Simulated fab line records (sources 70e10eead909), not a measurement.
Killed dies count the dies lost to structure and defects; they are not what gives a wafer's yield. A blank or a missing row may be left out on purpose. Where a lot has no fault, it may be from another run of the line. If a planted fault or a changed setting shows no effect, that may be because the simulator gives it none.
fab line records    flow nand_harc    part 1 of 2: steps 1 to 25 of 31
record lots=5  wafers=15  last_day=23
route steps=1159 shown P_GATE@119
lots with no fault: from the same line, run without faults
start_h: the number of hours between the record's first day and the start of the first shown wafer of the lot    wait_h: how many hours have passed since the lot's step before this one    " as in the row above    L1.1+2: several wafers, shown together as one row    - no value, or no start was given    * or withheld: withheld    < > ~ a bound
route shown NAME@n: a module of which the file shows steps, and the number in the route of the first    usual: mean/standard deviation taken from wafers without a fault    same: alike in all rows    chamber/n: place in a boat    sites: the reading at each site    _std_site: the values' standard deviation    _edge_site: inner sites' mean taken away from outer sites' mean    radius_mm: how far each site lies from the wafer's centre    mask NAME#n: copy n    behind: the last tool/chamber to shape the wafer    hold: what put the lot on hold/how long, in hours/how the hold closed    device: the n, p or np transistor that did not switch    end of line: the same wafers' tests at the end of the route    for a step that has no rows: nothing shown but its recipe    killed: dies that structure and defects cost at the first sort, which is not the same as the wafer's yield    map: the dies of a wafer, with x for killed, . for not killed, _ for no die there
set.NAME: the setting that was run; set.NAME@STEP: the one run at that earlier step    model.NAME: the simulator's own value behind a step, which no gauge read
lots at selected steps of the route; one table per step, one row per wafer
services: from which hour (start_h, from the record's first day; less than 0 if before it) a tool's chamber was out of use, for how many hours, and why
## steps
# step NHARC_P_GATE_EXPOSE_08
# recipe na=0.6  dose_mj=16.75  mask_id=P_HV
# usual reticle_temp_C=23.01/0.098
lot.wafer  tool            chamber  start_h  wait_h  mask    reticle_temp_C
L075.1     krf_scanner-04  0        73.88    -       P_HV#0  22.96
L075.4     "               0        "        "       P_HV#0  22.95
L075.6     "               0        "        "       P_HV#0  23.09
L081.3     krf_scanner-04  0        110.38   -       P_HV#0  23.13
L081.5     "               0        "        "       P_HV#0  23.02
L081.6     "               0        "        "       P_HV#0  23.15
L080.1     krf_scanner-03  0        110.53   -       P_HV#0  23.14
L080.3     "               0        "        "       P_HV#0  23.06
L080.5     "               0        "        "       P_HV#0  22.95
L090.2     krf_scanner-02  0        165.80   -       P_HV#0  23.11
L090.4     "               0        "        "       P_HV#0  23.03
L090.5     "               0        "        "       P_HV#0  22.89
L096.1     krf_scanner-02  0        205.75   -       P_HV#0  23.08
L096.3     "               0        "        "       P_HV#0  22.99
L096.6     "               0        "        "       P_HV#0  22.99
# step NHARC_P_GATE_PEB_09
# recipe peb_temp_c=118  peb_time_s=85
# usual resist_line_temp_C=22.99/0.1
lot.wafer  tool            chamber  start_h  wait_h  resist_line_temp_C
L075.1     litho_track-07  0        73.94    0.1     23.05
L075.4     "               0        "        "       22.88
L075.6     "               0        "        "       23.07
L081.3     litho_track-07  0        110.44   0.1     22.93
L081.5     "               0        "        "       22.95
L081.6     "               0        "        "       22.99
L080.1     litho_track-02  0        110.59   0.1     22.97
L080.3     "               0        "        "       23.02
L080.5     "               0        "        "       22.92
L090.2     litho_track-03  0        165.87   0.1     22.90
L090.4     "               0        "        "       23.10
L090.5     "               0        "        "       22.88
L096.1     litho_track-07  0        205.81   0.1     23.01
L096.3     "               0        "        "       22.98
L096.6     "               0        "        "       22.97
# step NHARC_P_GATE_DEVELOP_10
# recipe time_s=70
# usual resist_line_temp_C=23.03/0.096
# same time_s=70
lot.wafer  tool            chamber  start_h  wait_h  resist_line_temp_C
L075.1     litho_track-07  0        -        -       23.04
L075.4     "               0        "        "       23.01
L075.6     "               0        "        "       23.08
L081.3     litho_track-07  0        -        -       22.93
L081.5     "               0        "        "       22.85
L081.6     "               0        "        "       22.93
L080.1     litho_track-02  0        -        -       23.20
L080.3     "               0        "        "       22.97
L080.5     "               0        "        "       23.06
L090.2     litho_track-03  0        -        -       23.07
L090.4     "               0        "        "       23.01
L090.5     "               0        "        "       23.02
L096.1     litho_track-07  0        -        -       23.20
L096.3     "               0        "        "       23.14
L096.6     "               0        "        "       23.06
# step NHARC_P_GATE_CD_MEAS_11
# recipe target_cd_nm=1640  landing_energy_ev=500
# usual cd_nm=1639.9/2.3
lot.wafer  tool       chamber  start_h  wait_h  cd_nm
L075.1     cd_sem-02  0        74.03    -       1635.9
L075.4     "          0        "        "       1641.2
L075.6     "          0        "        "       1642.0
L081.3     cd_sem-01  0        110.53   -       1640.4
L081.5     "          0        "        "       1640.5
L081.6     "          0        "        "       1642.1
L080.1     cd_sem-02  0        110.68   -       1641.4
L080.3     "          0        "        "       1637.9
L080.5     "          0        "        "       1635.1
L090.2     cd_sem-03  0        165.96   -       1639.2
L090.4     "          0        "        "       1637.3
L090.5     "          0        "        "       1643.9
L096.1     cd_sem-02  0        205.90   -       1640.9
L096.3     "          0        "        "       1642.9
L096.6     "          0        "        "       1641.9
# step NHARC_P_GATE_HARDBAKE_12
# recipe temp_c=125  time_s=80
# usual resist_line_temp_C=23.00/0.1
# same time_s=80
lot.wafer  tool            chamber  start_h  wait_h  resist_line_temp_C
L075.1     litho_track-07  0        74.11    -       23.17
L075.4     "               0        "        "       23.12
L075.6     "               0        "        "       23.18
L081.3     litho_track-07  0        110.61   -       23.02
L081.5     "               0        "        "       23.00
L081.6     "               0        "        "       22.93
L080.1     litho_track-03  0        110.77   -       22.91
L080.3     "               0        "        "       22.85
L080.5     "               0        "        "       23.08
L090.2     litho_track-03  0        166.04   -       22.96
L090.4     "               0        "        "       22.99
L090.5     "               0        "        "       23.10
L096.1     litho_track-02  0        205.98   -       22.97
L096.3     "               0        "        "       23.03
L096.6     "               0        "        "       23.14
# step NHARC_P_GATE_DESCUM_13
# recipe time_s=3  o2_flow_sccm=200  ar_flow_sccm=0  bias_power_w=0  chemistry=O2
# usual drypump_motor_current_A=5.9/0.39  o2_flow_sccm=200.0/0.62  oes_product_au=0.994/0.013  rf_vpp_V=57.7/0.97  showerhead_plenum_p_Torr=1.89/0.093  throttle_valve_pct=11.311/0.0093
# same time_s=3
lot.wafer  tool         chamber  start_h  wait_h  drypump_motor_current_A  o2_flow_sccm  oes_product_au  rf_hours_counter_h  rf_vpp_V  showerhead_plenum_p_Torr  throttle_valve_pct
L075.1     rie_diel-11  0        74.22    -       5.8                      200.0         1.003           17                  56.6      1.84                      11.319
L075.6     "            3        "        "       6.6                      199.3         0.981           -                   58.1      1.82                      11.305
L075.4     "            2        "        "       6.1                      200.1         1.014           -                   57.8      1.78                      11.310
L081.3     rie_diel-03  0        110.70   -       5.9                      200.5         0.990           13                  58.2      1.91                      11.305
L081.6     "            3        "        "       6.7                      199.8         0.974           -                   57.3      1.87                      11.317
L081.5     "            0        "        "       5.9                      200.2         0.996           -                   57.4      1.91                      11.323
L080.3     rie_diel-03  0        110.85   -       5.9                      199.7         1.005           13                  58.6      1.91                      11.310
L080.1     "            3        "        "       6.7                      201.1         0.979           13                  58.1      1.87                      11.309
L080.5     "            1        "        "       6.0                      200.5         1.000           -                   55.6      1.80                      11.312
L090.4     rie_diel-12  3        166.13   -       5.6                      201.0         0.988           49                  57.9      1.99                      11.322
L090.2     "            1        "        "       6.0                      198.6         1.014           50                  57.2      1.78                      11.300
L090.5     "            2        "        "       5.3                      200.9         1.007           -                   57.3      1.82                      11.311
L096.1     rie_diel-03  0        206.09   -       5.9                      199.9         0.995           33                  56.7      1.91                      11.310
L096.3     "            1        "        "       6.0                      199.9         0.998           32                  58.2      1.80                      11.312
L096.6     "            2        "        "       5.6                      199.9         0.986           -                   57.4      2.02                      11.299
# step NHARC_P_GATE_ETCH_14
# recipe target_depth_a=488  chemistry=dHF  material=SiO2
lot.wafer   tool          chamber  start_h  wait_h
L075.4+6+1  wet_bench-02  2,4,5    74.38    0.1
L081.3+6+5  wet_bench-01  2,3,6    110.83   0.1
L080.1+5+3  wet_bench-02  1,3,5    111.00   0.1
L090.5+4+2  wet_bench-07  1,4,5    166.25   0.1
L096.3+1+6  wet_bench-07  2,3,4    206.22   0.1
# step NHARC_P_GATE_STRIP_15
# recipe time_s=780  temp_c=130  chemistry=SPM
# same time_s=780
lot.wafer   tool          chamber  start_h  wait_h
L075.4+6+1  wet_bench-02  2,4,5    74.42    0.0
L081.3+6+5  wet_bench-01  2,3,6    110.89   0.0
L080.1+5+3  wet_bench-02  1,3,5    111.04   0.0
L090.5+4+2  wet_bench-07  1,4,5    166.29   0.0
L096.3+1+6  wet_bench-07  2,3,4    206.26   0.0
# step NHARC_P_GATE_PRECLEAN_71
# recipe time_s=*  temp_c=50  bath_age_min=0  chemistry=SC1
# usual sc1_h2o2_end_mol_l=0.3698/0.00067
# same time_s=*
lot.wafer  tool          chamber  start_h  wait_h  sc1_h2o2_end_mol_l
L075.4     wet_bench-02  2        -        -       0.3701
L075.6     "             4        "        "       0.3700
L075.1     "             5        "        "       0.3697
L081.3     wet_bench-01  2        -        -       0.3694
L081.6     "             3        "        "       0.3709
L081.5     "             6        "        "       0.3713
L080.1     wet_bench-02  1        -        -       0.3695
L080.5     "             3        "        "       0.3709
L080.3     "             5        "        "       0.3689
L090.5     wet_bench-07  1        -        -       0.3697
L090.4     "             4        "        "       0.3702
L090.2     "             5        "        "       0.3705
L096.3     wet_bench-07  2        -        -       0.3697
L096.1     "             3        "        "       0.3697
L096.6     "             4        "        "       0.3702
# step NHARC_P_GATE_SRD_72
lot.wafer   tool          chamber  start_h  wait_h
L075.4+6+1  wet_bench-02  2,4,5    -        -
L081.3+6+5  wet_bench-01  2,3,6    -        -
L080.1+5+3  wet_bench-02  1,3,5    -        -
L090.5+4+2  wet_bench-07  1,4,5    -        -
L096.3+1+6  wet_bench-07  2,3,4    -        -
# step NHARC_P_GATE_OXIDE_16
# recipe target_thk_a=30  temp_c=875  ox_time_s=392  material=SiO2
# usual zone_power_upper_pct=17.8/0.45
lot.wafer  tool        chamber  start_h  wait_h  zone_power_upper_pct
L075.1     furnace-03  0        77.33    -       18.6
L075.4     "           0        "        "       18.4
L075.6     "           0        "        "       18.0
L080.1     furnace-03  0        114.06   -       18.0
L080.3     "           0        "        "       18.4
L080.5     "           0        "        "       17.9
L081.3     furnace-03  0        114.06   -       18.1
L081.5     "           0        "        "       18.3
L081.6     "           0        "        "       18.1
L090.2     furnace-03  0        169.41   -       18.5
L090.4     "           0        "        "       18.0
L090.5     "           0        "        "       18.1
L096.1     furnace-03  0        209.36   -       18.2
L096.3     "           0        "        "       18.2
L096.6     "           0        "        "       18.2
# step NHARC_P_GATE_CVD_17
# recipe target_thk_a=1500  temp_c=620  time_s=900  material=poly-Si
# usual zone_power_upper_pct=9.0/0.69
# same time_s=900
lot.wafer  tool           chamber  start_h  wait_h  zone_power_upper_pct
L075.1     lpcvd_poly-01  0        83.42    2.5     8.1
L075.4     "              0        "        "       8.1
L075.6     "              0        "        "       8.0
L080.1     lpcvd_poly-04  0        120.22   2.7     9.3
L080.3     "              0        "        "       9.4
L080.5     "              0        "        "       9.3
L081.3     lpcvd_poly-04  0        120.22   2.7     9.3
L081.5     "              0        "        "       9.4
L081.6     "              0        "        "       9.5
L090.2     lpcvd_poly-04  0        175.67   2.7     9.5
L090.4     "              0        "        "       9.4
L090.5     "              0        "        "       9.3
L096.1     lpcvd_poly-01  0        215.39   2.5     8.1
L096.3     "              0        "        "       8.1
L096.6     "              0        "        "       8.0
# step NHARC_P_GATE_HM_DEP_102
# recipe target_thk_a=1200  temp_c=400  material=aC
# usual throttle_valve_pct=34.999/0.0096
lot.wafer  tool        chamber  start_h  wait_h  throttle_valve_pct
L075.1     acl_dep-02  0        86.07    0.4     35.000
L075.4     "           0        "        "       34.995
L075.6     "           0        "        "       35.009
L081.3     acl_dep-03  0        123.27   0.8     34.994
L081.5     "           0        "        "       35.016
L081.6     "           0        "        "       34.996
L080.1     acl_dep-03  0        123.70   1.3     34.987
L080.3     "           0        "        "       35.003
L080.5     "           0        "        "       35.006
L090.2     acl_dep-02  0        181.22   3.3     35.001
L090.4     "           0        "        "       34.995
L090.5     "           0        "        "       34.999
L096.1     acl_dep-03  0        218.97   1.4     34.993
L096.3     "           0        "        "       34.974
L096.6     "           0        "        "       34.990
# step NHARC_P_GATE_DEP_103
# recipe target_thk_a=300  target_thk_nm=30  temp_c=400  flow_sccm=200  rf_w=350  material=SiON
# usual heater_power_w=735/87
lot.wafer  tool      chamber  start_h  wait_h  heater_power_w
L075.1     pecvd-04  1        86.76    0.6     798
L075.4     "         0        "        "       681
L075.6     "         1        "        "       823
L081.3     pecvd-04  0        123.78   0.4     819
L081.6     "         1        "        "       825
L081.5     "         2        "        "       649
L080.1     pecvd-04  2        124.37   0.6     713
L080.3     "         0        "        "       774
L080.5     "         2        "        "       731
L090.2     pecvd-01  2        181.82   0.5     618
L090.4     "         2        "        "       626
L090.5     "         0        "        "       917
L096.3     pecvd-03  2        219.67   0.4     716
L096.1     "         0        "        "       848
L096.6     "         0        "        "       839
# step NHARC_P_GATE_DEHYDRATE_18
# recipe temp_c=150  time_s=120
# usual resist_line_temp_C=23.02/0.11
# same time_s=120
lot.wafer  tool            chamber  start_h  wait_h  resist_line_temp_C
L075.1     litho_track-01  0        87.04    0.2     23.00
L075.4     "               0        "        "       23.19
L075.6     "               0        "        "       22.94
L081.3     litho_track-01  0        124.00   0.2     22.90
L081.5     "               0        "        "       22.83
L081.6     "               0        "        "       22.82
L080.1     litho_track-06  0        124.64   0.2     23.11
L080.3     "               0        "        "       23.10
L080.5     "               0        "        "       23.07
L090.2     litho_track-06  0        182.06   0.2     23.02
L090.4     "               0        "        "       23.05
L090.5     "               0        "        "       22.94
L096.1     litho_track-01  0        219.91   0.2     22.82
L096.3     "               0        "        "       23.01
L096.6     "               0        "        "       23.01
# step NHARC_P_GATE_HMDS_19
# recipe time_s=30
# usual resist_line_temp_C=23.00/0.11
# same time_s=30
lot.wafer  tool            chamber  start_h  wait_h  resist_line_temp_C
L075.1     litho_track-01  0        -        -       23.23
L075.4     "               0        "        "       23.11
L075.6     "               0        "        "       23.11
L081.3     litho_track-01  0        -        -       22.96
L081.5     "               0        "        "       22.97
L081.6     "               0        "        "       22.90
L080.1     litho_track-06  0        -        -       22.72
L080.3     "               0        "        "       22.81
L080.5     "               0        "        "       22.85
L090.2     litho_track-06  0        -        -       22.92
L090.4     "               0        "        "       23.01
L090.5     "               0        "        "       23.17
L096.1     litho_track-01  0        -        -       22.89
L096.3     "               0        "        "       23.02
L096.6     "               0        "        "       22.92
# step NHARC_P_GATE_COAT_20
# recipe spin_rpm=1500  resist_thk_nm=90
# usual resist_line_temp_C=23.00/0.11
lot.wafer  tool            chamber  start_h  wait_h  resist_line_temp_C
L075.1     litho_track-01  0        -        -       23.01
L075.4     "               0        "        "       23.03
L075.6     "               0        "        "       23.05
L081.3     litho_track-01  0        -        -       23.03
L081.5     "               0        "        "       22.94
L081.6     "               0        "        "       22.93
L080.1     litho_track-06  0        -        -       23.19
L080.3     "               0        "        "       23.07
L080.5     "               0        "        "       23.16
L090.2     litho_track-06  0        -        -       22.98
L090.4     "               0        "        "       23.01
L090.5     "               0        "        "       23.08
L096.1     litho_track-01  0        -        -       22.93
L096.3     "               0        "        "       22.99
L096.6     "               0        "        "       22.93
# step NHARC_P_GATE_SOFTBAKE_21
# recipe temp_c=105  time_s=55
# usual resist_line_temp_C=23.02/0.087
# same time_s=55
lot.wafer  tool            chamber  start_h  wait_h  resist_line_temp_C
L075.1     litho_track-01  0        -        -       22.98
L075.4     "               0        "        "       22.98
L075.6     "               0        "        "       22.73
L081.3     litho_track-01  0        -        -       23.06
L081.5     "               0        "        "       22.97
L081.6     "               0        "        "       23.09
L080.1     litho_track-06  0        -        -       23.16
L080.3     "               0        "        "       23.12
L080.5     "               0        "        "       23.17
L090.2     litho_track-06  0        -        -       23.11
L090.4     "               0        "        "       23.00
L090.5     "               0        "        "       23.09
L096.1     litho_track-01  0        -        -       23.06
L096.3     "               0        "        "       23.04
L096.6     "               0        "        "       23.00
# step NHARC_P_GATE_EBR_22
# usual resist_line_temp_C=22.99/0.11
lot.wafer  tool            chamber  start_h  wait_h  resist_line_temp_C
L075.1     litho_track-01  0        -        -       22.86
L075.4     "               0        "        "       22.86
L075.6     "               0        "        "       22.81
L081.3     litho_track-01  0        -        -       23.19
L081.5     "               0        "        "       23.04
L081.6     "               0        "        "       23.06
L080.1     litho_track-06  0        -        -       22.85
L080.3     "               0        "        "       22.79
L080.5     "               0        "        "       22.86
L090.2     litho_track-06  0        -        -       23.10
L090.4     "               0        "        "       23.26
L090.5     "               0        "        "       23.07
L096.1     litho_track-01  0        -        -       22.88
L096.3     "               0        "        "       22.97
L096.6     "               0        "        "       22.93
# step NHARC_P_GATE_EXPOSE_23
# recipe na=1.35  target_cd_nm=120  dose_mj=93.91  mask_id=P_GATE
# usual reticle_temp_C=23.02/0.11
lot.wafer  tool             chamber  start_h  wait_h  mask      reticle_temp_C
L075.1     arfi_scanner-03  0        87.18    -       P_GATE#0  23.15
L075.4     "                0        "        "       P_GATE#0  23.04
L075.6     "                0        "        "       P_GATE#0  22.82
L081.3     arfi_scanner-02  0        124.15   -       P_GATE#0  22.86
L081.5     "                0        "        "       P_GATE#0  22.89
L081.6     "                0        "        "       P_GATE#0  23.28
L080.1     arfi_scanner-03  0        124.91   -       P_GATE#0  22.82
L080.3     "                0        "        "       P_GATE#0  22.83
L080.5     "                0        "        "       P_GATE#0  22.81
L090.2     arfi_scanner-01  0        182.21   -       P_GATE#0  23.02
L090.4     "                0        "        "       P_GATE#0  23.07
L090.5     "                0        "        "       P_GATE#0  23.18
L096.1     arfi_scanner-01  0        220.18   -       P_GATE#0  22.92
L096.3     "                0        "        "       P_GATE#0  22.96
L096.6     "                0        "        "       P_GATE#0  22.89
# step NHARC_P_GATE_PEB_24
# recipe peb_temp_c=100  peb_time_s=65
# usual resist_line_temp_C=23.03/0.13
lot.wafer  tool            chamber  start_h  wait_h  resist_line_temp_C
L075.1     litho_track-06  0        87.24    0.1     23.11
L075.4     "               0        "        "       22.99
L075.6     "               0        "        "       23.09
L081.3     litho_track-06  0        124.20   0.0     23.21
L081.5     "               0        "        "       23.21
L081.6     "               0        "        "       23.18
L080.1     litho_track-01  0        124.97   0.1     22.89
L080.3     "               0        "        "       22.95
L080.5     "               0        "        "       23.05
L090.2     litho_track-06  0        182.27   0.1     23.09
L090.4     "               0        "        "       22.66
L090.5     "               0        "        "       23.04
L096.1     litho_track-04  0        220.24   0.1     23.05
L096.3     "               0        "        "       22.94
L096.6     "               0        "        "       22.85
# step NHARC_P_GATE_DEVELOP_25
# recipe develop_time_s=35  dev_temp_c=23
# usual resist_line_temp_C=23.00/0.1
lot.wafer  tool            chamber  start_h  wait_h  resist_line_temp_C
L075.1     litho_track-06  0        -        -       22.99
L075.4     "               0        "        "       23.05
L075.6     "               0        "        "       23.14
L081.3     litho_track-06  0        -        -       23.15
L081.5     "               0        "        "       23.06
L081.6     "               0        "        "       22.95
L080.1     litho_track-01  0        -        -       22.90
L080.3     "               0        "        "       22.90
L080.5     "               0        "        "       23.03
L090.2     litho_track-06  0        -        -       22.95
L090.4     "               0        "        "       22.90
L090.5     "               0        "        "       22.87
L096.1     litho_track-04  0        -        -       22.96
L096.3     "               0        "        "       22.92
L096.6     "               0        "        "       22.88
# step NHARC_P_GATE_CD_MEAS_26
# recipe target_cd_nm=120  landing_energy_ev=500
# usual cd_nm=120.5/0.78
lot.wafer  tool       chamber  start_h  wait_h  cd_nm
L075.1     cd_sem-03  0        87.32    -       121.9
L075.4     "          0        "        "       119.7
L075.6     "          0        "        "       121.2
L081.3     cd_sem-03  0        124.29   -       120.1
L081.5     "          0        "        "       120.1
L081.6     "          0        "        "       120.3
L080.1     cd_sem-01  0        125.04   -       120.6
L080.3     "          0        "        "       120.6
L080.5     "          0        "        "       121.0
L090.2     cd_sem-03  0        182.35   -       119.1
L090.4     "          0        "        "       120.7
L090.5     "          0        "        "       120.4
L096.1     cd_sem-02  0        220.32   -       120.7
L096.3     "          0        "        "       119.6
L096.6     "          0        "        "       121.6
# step NHARC_P_GATE_OVL_MEAS_27
# usual overlay_x_nm=0.1/0.94  overlay_y_nm=-0.1/0.95
lot.wafer  tool        chamber  start_h  wait_h  overlay_x_nm  overlay_y_nm
L075.1     overlay-02  -        87.41    -       0.9           0.4
L075.4     "           -        "        "       1.1           1.0
L075.6     "           -        "        "       0.5           0.6
L081.3     overlay-02  -        124.37   -       -0.1          -0.5
L081.5     "           -        "        "       -0.7          -0.8
L081.6     "           -        "        "       -0.4          -0.4
L080.1     overlay-02  -        125.13   -       -1.7          -0.8
L080.3     "           -        "        "       -0.7          -1.0
L080.5     "           -        "        "       -1.0          -1.2
L090.2     overlay-01  -        182.43   -       1.1           -2.3
L090.4     "           -        "        "       0.9           -2.4
L090.5     "           -        "        "       0.2           -2.2
L096.1     overlay-02  -        220.41   -       0.1           0.6
L096.3     "           -        "        "       0.7           1.2
L096.6     "           -        "        "       -0.3          0.8
# step NHARC_P_GATE_INSPECT_28
# usual raw_defect_count=6/3.4
lot.wafer  tool               chamber  start_h  wait_h  raw_defect_count
L075.1     defect_inspect-01  -        87.44    0.0     5
L075.4     "                  -        "        "       1
L075.6     "                  -        "        "       5
L081.3     defect_inspect-02  -        124.41   0.0     6
L081.5     "                  -        "        "       6
L081.6     "                  -        "        "       9
L080.1     defect_inspect-01  -        125.17   0.0     14
L080.3     "                  -        "        "       11
L080.5     "                  -        "        "       16
L090.2     defect_inspect-02  -        182.47   0.0     21
L090.4     "                  -        "        "       12
L090.5     "                  -        "        "       8
L096.1     defect_inspect-01  -        220.44   0.0     5
L096.3     "                  -        "        "       5
L096.6     "                  -        "        "       4
